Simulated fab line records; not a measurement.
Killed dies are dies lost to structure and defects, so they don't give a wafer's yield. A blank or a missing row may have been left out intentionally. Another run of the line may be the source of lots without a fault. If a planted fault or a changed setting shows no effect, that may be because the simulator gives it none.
Split-lot experiment    flow n5-finfet    21 wafers read across 7 lots, on a route 1938 steps long

== THE SPLIT ITSELF ==
At N5_FIN_SAQP_PECVD_06 (deposits a-Si from SiH4/He, target thk 60 nm, time 48.1 s), the setting time-s was moved away from the recipe's 48.1 s on 8 of the 21 wafers read, by -13.9% to +12.3%. This setting was run at the recipe's value on the other wafers.

== THE PATH FROM SPLIT TO READING: the file shows 1 step between them ==
- N5_FIN_SAQP_THK_MEAS_07

== THE READING ==
oes-product-au, in a.u., at N5_FIN_SAQP_MANDREL_ETCH_22 (etches a-Si in HBr/Cl2, stops on SiNx, target depth 60 nm, bt time 10 s, time 30 s). On this fab line, fault-free wafers typically give 0.769 a.u. with a standard deviation of 0.0095 a.u.

wafer   tool, chamber at the split  time-s as run, s  against the recipe  oes-product-au, a.u.  against lot-mates on the recipe
L080.1  pecvd-02, 1                 51.86             +7.8%               0.809                 +0.046
L080.3  pecvd-02, 2                 51.86             +7.8%               0.806                 +0.043
L080.5  pecvd-02, 0                 48.1              recipe              0.763                 -
L083.4  pecvd-02, 2                 48.1              recipe              0.770                 -
L083.5  pecvd-02, 1                 48.1              recipe              0.767                 -
L083.6  pecvd-02, 0                 48.1              recipe              0.778                 -
L086.4  pecvd-04, 1                 48.1              recipe              0.797                 -
L086.5  pecvd-04, 0                 48.1              recipe              0.769                 -
L086.6  pecvd-04, 2                 48.1              recipe              0.799                 -
L090.2  pecvd-04, 1                 48.1              recipe              0.758                 -
L090.3  pecvd-04, 0                 53.58             +11.4%              0.799                 +0.041
L090.4  pecvd-04, 1                 53.58             +11.4%              0.833                 +0.075
L093.1  pecvd-04, 0                 54.03             +12.3%              0.833                 +0.059
L093.2  pecvd-04, 1                 48.1              recipe              0.774                 -
L093.5  pecvd-04, 0                 54.03             +12.3%              0.850                 +0.076
L096.1  pecvd-04, 1                 41.41             -13.9%              0.711                 -0.033
L096.2  pecvd-04, 0                 41.41             -13.9%              0.684                 -0.060
L096.3  pecvd-04, 2                 48.1              recipe              0.744                 -
L097.3  pecvd-04, 2                 48.1              recipe              0.768                 -
L097.4  pecvd-04, 1                 48.1              recipe              0.780                 -
L097.5  pecvd-04, 0                 48.1              recipe              0.766                 -

THE FIT
A straight line over all 21 wafers: oes-product-au changes by +0.00503 a.u. for each +1% of time-s; r = +0.93; the points scatter about the line by 0.015 a.u.
The same after taking each lot's own level away (the mean of its wafers on the recipe; 21 wafers): +0.0045 a.u. for each +1%; r = +0.94; scatter 0.012 a.u.
The reading moves by 0.063 a.u. for the largest change in time-s, on that fit.
The lots' own levels span 0.7440 to 0.7883 a.u., that is 4.7 times the standard deviation above.
In other words, the slope is changed by the lot-to-lot level; the two fits disagree.
Check: for one of the wafers moved furthest among these (-13.9%), held out of the fit, the line's prediction against its lot-mates is -0.0686 a.u. Against them it came out at -0.033 a.u.

== THE OTHER SPLITS THESE WAFERS WENT THROUGH ==
Note: prior to the reading, these wafers also went through further splits. Each is held against what the fit with the lots' levels taken away leaves over:
other split on the same wafers  wafers away from the commonest value  r with oes-product-au (lot level and that fit taken away)
N5_WELL_APT_PEB_23 peb-temp-c   6                                     -0.15
N5_WELL_APT_DESCUM_30 time-s    7                                     -0.34
N5_FIN_SAQP_ALD_61 temp-c       11                                    -0.44

== THE WHOLE CHAIN: every reading that the file lists as answering this split, in the file's order ==
step                         what it does                                                                        reading                                                                            change (the file's fit)                    r (the file's)
N5_FIN_SAQP_PECVD_06         deposits a-Si from SiH4/He, target thk 60 nm, time 48.1 s                           a-Si_of_FIN_SAQP_PECVD_06.thk-nm (the simulator's own value, which no gauge read)  +0.614 nm for each +1% of the setting      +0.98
N5_FIN_SAQP_THK_MEAS_07                                                                                          thk-nm                                                                             withheld for each +1% of the setting       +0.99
N5_FIN_SAQP_MANDREL_ETCH_22  etches a-Si in HBr/Cl2, stops on SiNx, target depth 60 nm, bt time 10 s, time 30 s  oes-product-au                                                                     +0.00463 a.u. for each +1% of the setting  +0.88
N5_FIN_SAQP_MANDREL_ETCH_22  etches a-Si in HBr/Cl2, stops on SiNx, target depth 60 nm, bt time 10 s, time 30 s  etch.depth-nm (the simulator's own value, which no gauge read)                     +0.615 nm for each +1% of the setting      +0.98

== THE FILE'S OWN FIT ==
oes-product-au changes by +0.00463 a.u. for each +1% of time-s, r = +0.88.
